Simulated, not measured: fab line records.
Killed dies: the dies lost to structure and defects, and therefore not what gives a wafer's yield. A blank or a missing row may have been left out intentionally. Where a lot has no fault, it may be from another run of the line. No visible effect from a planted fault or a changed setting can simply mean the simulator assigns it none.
Which tool was responsible?	flow nandHarc	24 lots, 72 wafers sampled, at 6 steps of a route of 1302

== WHAT EACH GAUGE READ, for each wafer ==
The record holds no reading of a measuring or inspecting step that can be judged against a usual standard deviation.

== WHAT TOOL EACH LOT RAN ON (gives the tool, then ch and the chambers of the sampled wafers, and finally the start) ==
lot	NHARC_P_GATE_RTA_64	NHARC_P_CONTACT_DEGAS_38	NHARC_P_M1_ETCH_35	NHARC_P_M1_STRIP_18	NHARC_P_M1_ETCH_28	NHARC_P_M1_DEGAS_29
L074	rtpAnneal-02 ch 0, day 5 14:55	pvdSputter-02, day 5 20:12	rieDiel-03 ch 1,2, day 6 02:55	rieDiel-12 ch 1,2, day 6 03:12	rieDiel-12 ch 2,3, day 6 03:55 or earlier	pvdSputter-03, day 6 03:55
L075	rtpAnneal-02 ch 0, day 6 04:37	pvdSputter-03, day 6 09:16	rieDiel-03 ch 0,1,3, day 6 16:05	rieDiel-12 ch 0,1,3, day 6 16:23	rieDiel-12 ch 0,1,3, day 6 17:01 or earlier	pvdSputter-02, day 6 17:01
L076	rtpAnneal-01 ch 0, day 6 09:44	pvdSputter-03, day 6 14:15	rieDiel-12 ch 2,3, day 6 21:08	rieDiel-12 ch 1,2,3, day 6 21:29	rieDiel-12 ch 0,1, day 6 22:05 or earlier	pvdSputter-03, day 6 22:05
L077	rtpAnneal-02 ch 0, day 6 19:42	pvdSputter-03, day 7 00:23	rieDiel-03 ch 1,3, day 7 07:56	rieDiel-12 ch 1,2,3, day 7 08:25	rieDiel-12 ch 0,1,2, day 7 09:02 or earlier	pvdSputter-03, day 7 09:02
L082	rtpAnneal-02 ch 0, day 9 22:00	pvdSputter-02, day 10 02:37	rieDiel-03 ch 1,2,3, day 10 09:21	rieDiel-03 ch 0,2, day 10 09:38	rieDiel-03 ch 1,3, day 10 10:17 or earlier	pvdSputter-03, day 10 10:17
L081	rtpAnneal-01 ch 0, day 9 22:46	pvdSputter-03, day 10 03:36	rieDiel-06 ch 1,2, day 10 10:10	rieDiel-03 ch 1,2, day 10 10:29	rieDiel-03 ch 0,1,2, day 10 11:07 or earlier	pvdSputter-02, day 10 11:07
L078	rtpAnneal-02 ch 0, day 9 23:19	pvdSputter-01, day 10 03:59	rieDiel-06 ch 0,1,2, day 10 10:41	rieDiel-12 ch 0,2, day 10 10:59	rieDiel-12 ch 0,2,3, day 10 11:38 or earlier	pvdSputter-03, day 10 11:38
L083	rtpAnneal-02 ch 0, day 10 04:50	pvdSputter-03, day 10 09:44	rieDiel-12 ch 1,2,3, day 10 16:19	rieDiel-06 ch 0,2,3, day 10 16:37	rieDiel-06 ch 0,1,2, day 10 17:16 or earlier	pvdSputter-02, day 10 17:16
L080	rtpAnneal-02 ch 0, day 10 05:48	pvdSputter-02, day 10 10:54	rieDiel-12 ch 2,3, day 10 18:19	rieDiel-12 ch 0,2,3, day 10 18:39	rieDiel-12 ch 0,1,3, day 10 19:17 or earlier	pvdSputter-03, day 10 19:17
L084	rtpAnneal-02 ch 0, day 10 06:00	pvdSputter-03, day 10 10:58	rieDiel-03 ch 1,2, day 10 18:09	rieDiel-03 ch 1,2, day 10 18:26	rieDiel-03 ch 0,2,3, day 10 19:07 or earlier	pvdSputter-03, day 10 19:07
L079	rtpAnneal-01 ch 0, day 10 11:22	pvdSputter-03, day 10 16:14	rieDiel-12 ch 1,2,3, day 10 23:15	rieDiel-06 ch 0,1,3, day 10 23:36	rieDiel-06 ch 0,1,2, day 11 00:12 or earlier	pvdSputter-03, day 11 00:12
L085	rtpAnneal-02 ch 0, day 10 14:13	pvdSputter-02, day 10 18:57	rieDiel-12 ch 0,3, day 11 01:44	rieDiel-12 ch 0,1,2, day 11 02:02	rieDiel-12 ch 0,1, day 11 02:40 or earlier	pvdSputter-02, day 11 02:40
L086	rtpAnneal-02 ch 0, day 10 17:47	pvdSputter-03, day 10 22:25	rieDiel-12 ch 1,2,3, day 11 05:04	rieDiel-03 ch 0,2,3, day 11 05:22	rieDiel-03 ch 1,2,3, day 11 06:00 or earlier	pvdSputter-03, day 11 06:00
L087	rtpAnneal-01 ch 0, day 11 15:49	pvdSputter-01, day 11 20:22	rieDiel-12 ch 2,3, day 12 03:02	rieDiel-03 ch 2,3, day 12 03:22	rieDiel-03 ch 1,3, day 12 03:58 or earlier	pvdSputter-03, day 12 03:58
L088	rtpAnneal-02 ch 0, day 11 17:26	pvdSputter-03, day 11 21:54	rieDiel-12 ch 0,1, day 12 04:37	rieDiel-03 ch 1,3, day 12 04:55	rieDiel-03 ch 0,1,2, day 12 05:32 or earlier	pvdSputter-01, day 12 05:32
L089	rtpAnneal-01 ch 0, day 11 20:28	pvdSputter-01, day 12 01:04	rieDiel-03 ch 2,3, day 12 07:52	rieDiel-03 ch 1,2,3, day 12 08:13	rieDiel-03 ch 2,3, day 12 08:50 or earlier	pvdSputter-03, day 12 08:50
L090	rtpAnneal-02 ch 0, day 12 09:02	pvdSputter-02, day 12 13:41	rieDiel-12 ch 2,3, day 12 20:16	rieDiel-06 ch 0,2,3, day 12 20:37	rieDiel-06 ch 0,1, day 12 21:14 or earlier	pvdSputter-01, day 12 21:14
L091	rtpAnneal-01 ch 0, day 12 15:47	pvdSputter-01, day 12 20:30	rieDiel-03 ch 1,2, day 13 03:08	rieDiel-03 ch 1,2, day 13 03:26	rieDiel-03 ch 0,1,2, day 13 04:04 or earlier	pvdSputter-03, day 13 04:04
L092	rtpAnneal-01 ch 0, day 13 10:15	pvdSputter-02, day 13 14:46	rieDiel-03 ch 0,2,3, day 13 21:22	rieDiel-03 ch 0,2,3, day 13 21:44	rieDiel-03 ch 0,1, day 13 22:19 or earlier	pvdSputter-01, day 13 22:19
L093	rtpAnneal-01 ch 0, day 13 12:13	pvdSputter-03, day 13 16:54	rieDiel-03 ch 0,2,3, day 13 23:34	rieDiel-12 ch 0,3, day 13 23:51	rieDiel-12 ch 0,2,3, day 14 00:29 or earlier	pvdSputter-01, day 14 00:29
L094	rtpAnneal-01 ch 0, day 13 23:25	pvdSputter-01, day 14 04:01	rieDiel-12 ch 0,1,2, day 14 10:38	rieDiel-03 ch 0,1,2, day 14 10:56	rieDiel-03 ch 0,1,2, day 14 11:37 or earlier	pvdSputter-02, day 14 11:37
L095	rtpAnneal-01 ch 0, day 14 19:22	pvdSputter-03, day 15 00:04	rieDiel-12 ch 0,1, day 15 07:18	rieDiel-03 ch 0,1,2, day 15 07:36	rieDiel-03 ch 1,2, day 15 08:16 or earlier	pvdSputter-03, day 15 08:16
L096	rtpAnneal-02 ch 0, day 15 01:43	pvdSputter-03, day 15 06:19	rieDiel-03 ch 0,1, day 15 13:13	rieDiel-12 ch 0,3, day 15 13:31	rieDiel-12 ch 0,3, day 15 14:10 or earlier	pvdSputter-01, day 15 14:10
L097	rtpAnneal-02 ch 0, day 15 06:44	pvdSputter-03, day 15 11:26	rieDiel-12 ch 0,1,3, day 15 17:59	rieDiel-03 ch 0,1, day 15 18:16	rieDiel-03 ch 0,2,3, day 15 18:55 or earlier	pvdSputter-01, day 15 18:55
- NHARC_P_GATE_RTA_64: time 1 s.
- NHARC_P_CONTACT_DEGAS_38: time 60 s.
- NHARC_P_M1_ETCH_35: etches the open film in N2/H2, target depth 40 nm, overetch 12 nm, time 43.94 s.
- NHARC_P_M1_STRIP_18: strips in N2/H2.
- NHARC_P_M1_ETCH_28: etches the open film in CF4/N2, target depth 30 nm, time 72.99 s.
- NHARC_P_M1_DEGAS_29: time 60 s.

== WHAT THE TOOLS THEMSELVES READ (means of the sampled wafers that have a number; where no wafer has one, the mark that the record gives instead) ==
NHARC_P_GATE_RTA_64.
lot	tool	lampPowerPct (%)	wafer_temp_C_max
L074	rtpAnneal-02	31.9	1054.9
L075	rtpAnneal-02	31.8	1054.8
L076	rtpAnneal-01	33.1	1054.1
L077	rtpAnneal-02	31.8	1055.2
L082	rtpAnneal-02	31.8	1055.1
L081	rtpAnneal-01	33.0	1055.1
L078	rtpAnneal-02	31.9	1055.6
L083	rtpAnneal-02	31.9	1055.0
L080	rtpAnneal-02	31.8	1055.5
L084	rtpAnneal-02	31.9	1055.2
L079	rtpAnneal-01	33.0	1055.2
L085	rtpAnneal-02	31.9	1055.2
L086	rtpAnneal-02	31.9	1055.2
L087	rtpAnneal-01	33.0	1054.6
L088	rtpAnneal-02	31.8	1055.0
L089	rtpAnneal-01	33.0	1054.6
L090	rtpAnneal-02	31.9	1054.6
L091	rtpAnneal-01	33.0	1054.9
L092	rtpAnneal-01	33.0	1054.6
L093	rtpAnneal-01	33.1	1054.2
L094	rtpAnneal-01	33.0	1053.9
L095	rtpAnneal-01	33.1	1054.3
L096	rtpAnneal-02	31.8	1054.9
L097	rtpAnneal-02	31.9	1056.2

NHARC_P_CONTACT_DEGAS_38.
lot	tool	heaterPowerW (W)
L074	pvdSputter-02	452
L075	pvdSputter-03	511
L076	pvdSputter-03	514
L077	pvdSputter-03	484
L082	pvdSputter-02	465
L081	pvdSputter-03	476
L078	pvdSputter-01	495
L083	pvdSputter-03	507
L080	pvdSputter-02	459
L084	pvdSputter-03	511
L079	pvdSputter-03	491
L085	pvdSputter-02	461
L086	pvdSputter-03	494
L087	pvdSputter-01	494
L088	pvdSputter-03	486
L089	pvdSputter-01	481
L090	pvdSputter-02	468
L091	pvdSputter-01	493
L092	pvdSputter-02	458
L093	pvdSputter-03	506
L094	pvdSputter-01	481
L095	pvdSputter-03	482
L096	pvdSputter-03	487
L097	pvdSputter-03	515

NHARC_P_M1_ETCH_35.
lot	tool	biasW (W)	drypumpMotorCurrentA (A)	oesProductAu (a.u.)	rfVppV (V)	showerheadPlenumPTorr (Torr)	throttleValvePct (%)
L074	rieDiel-03	150.0	5.7	0.994	432.0	2.08	14.165
L075	rieDiel-03	150.2	5.9	0.998	430.0	2.01	14.162
L076	rieDiel-12	149.8	5.7	1.000	428.3	1.99	14.165
L077	rieDiel-03	149.8	5.6	0.994	430.1	2.03	14.167
L082	rieDiel-03	149.9	5.5	0.991	431.6	2.08	14.178
L081	rieDiel-06	150.0	6.0	0.996	429.1	1.99	14.175
L078	rieDiel-06	150.0	6.3	0.999	429.6	2.00	14.170
L083	rieDiel-12	149.6	5.6	0.991	429.5	2.02	14.167
L080	rieDiel-12	150.5	5.5	0.991	430.9	2.06	14.167
L084	rieDiel-03	150.0	5.7	0.996	431.5	2.08	14.160
L079	rieDiel-12	149.6	5.6	0.988	430.4	2.02	14.167
L085	rieDiel-12	149.7	6.0	1.000	427.2	1.95	14.166
L086	rieDiel-12	149.7	5.6	1.000	430.1	2.02	14.170
L087	rieDiel-12	150.3	5.5	0.992	430.0	2.06	14.171
L088	rieDiel-12	150.2	6.1	0.992	430.0	1.99	14.173
L089	rieDiel-03	149.8	5.5	1.000	432.3	2.13	14.167
L090	rieDiel-12	149.7	5.5	0.997	430.8	2.05	14.174
L091	rieDiel-03	150.0	5.7	1.002	432.9	2.13	14.173
L092	rieDiel-03	150.6	5.9	1.002	430.5	2.06	14.171
L093	rieDiel-03	150.1	5.9	0.994	431.0	2.06	14.165
L094	rieDiel-12	150.1	5.8	0.996	430.8	2.03	14.173
L095	rieDiel-12	150.1	6.1	0.999	429.2	1.99	14.174
L096	rieDiel-03	150.2	6.4	0.993	429.7	1.99	14.175
L097	rieDiel-12	149.9	6.0	0.998	428.7	1.97	14.173

NHARC_P_M1_STRIP_18.
lot	tool	drypumpMotorCurrentA (A)	oesProductAu (a.u.)	rfVppV (V)	showerheadPlenumPTorr (Torr)	throttleValvePct (%)
L074	rieDiel-12	5.4	0.996	90.8	2.08	14.174
L075	rieDiel-12	6.0	1.003	89.7	1.98	14.177
L076	rieDiel-12	5.6	0.998	90.8	2.02	14.167
L077	rieDiel-12	5.7	1.006	91.3	2.02	14.175
L082	rieDiel-03	6.3	0.999	89.7	2.04	14.170
L081	rieDiel-03	5.7	0.985	90.1	2.08	14.173
L078	rieDiel-12	6.0	0.988	90.3	2.03	14.182
L083	rieDiel-06	6.1	0.990	89.6	1.98	14.169
L080	rieDiel-12	5.8	0.985	90.2	2.01	14.164
L084	rieDiel-03	5.7	0.996	90.8	2.08	14.174
L079	rieDiel-06	6.1	0.992	90.7	2.03	14.171
L085	rieDiel-12	5.7	0.999	91.3	2.04	14.170
L086	rieDiel-03	5.9	0.990	90.6	2.06	14.176
L087	rieDiel-03	5.5	0.999	91.1	2.13	14.172
L088	rieDiel-03	5.6	0.993	90.1	2.03	14.165
L089	rieDiel-03	5.6	0.993	91.4	2.08	14.167
L090	rieDiel-06	6.0	1.002	90.4	1.98	14.171
L091	rieDiel-03	5.7	0.997	90.7	2.08	14.175
L092	rieDiel-03	5.9	0.990	91.9	2.06	14.182
L093	rieDiel-12	6.0	0.994	89.8	1.94	14.178
L094	rieDiel-03	6.0	0.997	90.9	2.06	14.166
L095	rieDiel-03	6.0	1.000	90.2	2.06	14.172
L096	rieDiel-12	6.1	0.993	90.6	1.94	14.179
L097	rieDiel-03	6.1	0.994	90.9	2.00	14.174

NHARC_P_M1_ETCH_28.
lot	tool	biasW (W)	drypumpMotorCurrentA (A)	oesProductAu (a.u.)	rfVppV (V)	showerheadPlenumPTorr (Torr)	throttleValvePct (%)
L074	rieDiel-12	100.1	5.7	0.999	312.7	2.57	19.792
L075	rieDiel-12	100.0	6.0	1.003	313.0	2.55	19.798
L076	rieDiel-12	99.7	5.9	1.008	312.7	2.58	19.796
L077	rieDiel-12	100.0	5.8	0.997	314.6	2.62	19.795
L082	rieDiel-03	100.1	5.6	0.989	313.7	2.61	19.788
L081	rieDiel-03	100.0	6.0	0.992	313.0	2.65	19.799
L078	rieDiel-12	100.2	5.9	0.992	314.0	2.59	19.787
L083	rieDiel-06	99.9	6.3	1.002	313.2	2.58	19.791
L080	rieDiel-12	100.2	6.0	0.999	312.1	2.55	19.787
L084	rieDiel-03	99.9	5.9	1.008	314.4	2.65	19.786
L079	rieDiel-06	99.9	6.3	0.998	313.0	2.58	19.789
L085	rieDiel-12	100.3	6.1	0.995	313.4	2.57	19.794
L086	rieDiel-03	100.2	5.5	0.989	315.4	2.67	19.791
L087	rieDiel-03	100.2	5.6	0.988	313.9	2.61	19.804
L088	rieDiel-03	100.1	6.0	0.991	314.2	2.65	19.801
L089	rieDiel-03	100.0	5.4	0.992	315.6	2.68	19.788
L090	rieDiel-06	100.2	6.3	0.998	314.0	2.63	19.798
L091	rieDiel-03	100.1	6.0	1.003	314.9	2.65	19.797
L092	rieDiel-03	99.8	6.0	0.990	314.1	2.59	19.803
L093	rieDiel-12	99.9	5.8	0.996	313.5	2.59	19.786
L094	rieDiel-03	99.8	6.0	0.994	315.0	2.65	19.785
L095	rieDiel-03	100.1	5.7	0.999	315.6	2.67	19.796
L096	rieDiel-12	100.3	6.2	0.993	312.8	2.54	19.791
L097	rieDiel-03	99.8	5.9	0.998	314.7	2.65	19.793

NHARC_P_M1_DEGAS_29.
lot	tool	heaterPowerW (W)
L074	pvdSputter-03	358
L075	pvdSputter-02	323
L076	pvdSputter-03	363
L077	pvdSputter-03	365
L082	pvdSputter-03	366
L081	pvdSputter-02	322
L078	pvdSputter-03	356
L083	pvdSputter-02	324
L080	pvdSputter-03	359
L084	pvdSputter-03	351
L079	pvdSputter-03	355
L085	pvdSputter-02	332
L086	pvdSputter-03	370
L087	pvdSputter-03	377
L088	pvdSputter-01	366
L089	pvdSputter-03	342
L090	pvdSputter-01	331
L091	pvdSputter-03	331
L092	pvdSputter-01	369
L093	pvdSputter-01	344
L094	pvdSputter-02	322
L095	pvdSputter-03	351
L096	pvdSputter-01	381
L097	pvdSputter-01	350

== THE ANSWER, worked out from the rows above alone ==
Rule: what is usual is taken from the lots themselves. The widest of any qualifying gaps counts: lots, ordered by their means at a reading, are off when they make up no more than a third of the lots, leave a main group of 4 or more, and stand apart from it by 3 or more times the standard deviation of that group's means. If all means in a main group match to the digits the tables above print for the reading, that group is not used. Also off: a lot with no number at a reading for which 4 or more lots have one. Any other lot the step has rows for is counted as sound. First the gauges in route order, then the tools' own readings, where a lot's mean is used as printed above. The first step at which some lot is off is used, and at that step the reading that is off furthest; a lot without a number counts as furthest.
Across all readings shown, no lot is off: no conclusion can be drawn from this.

== WHAT THE SIMULATOR HAD INSERTED ==
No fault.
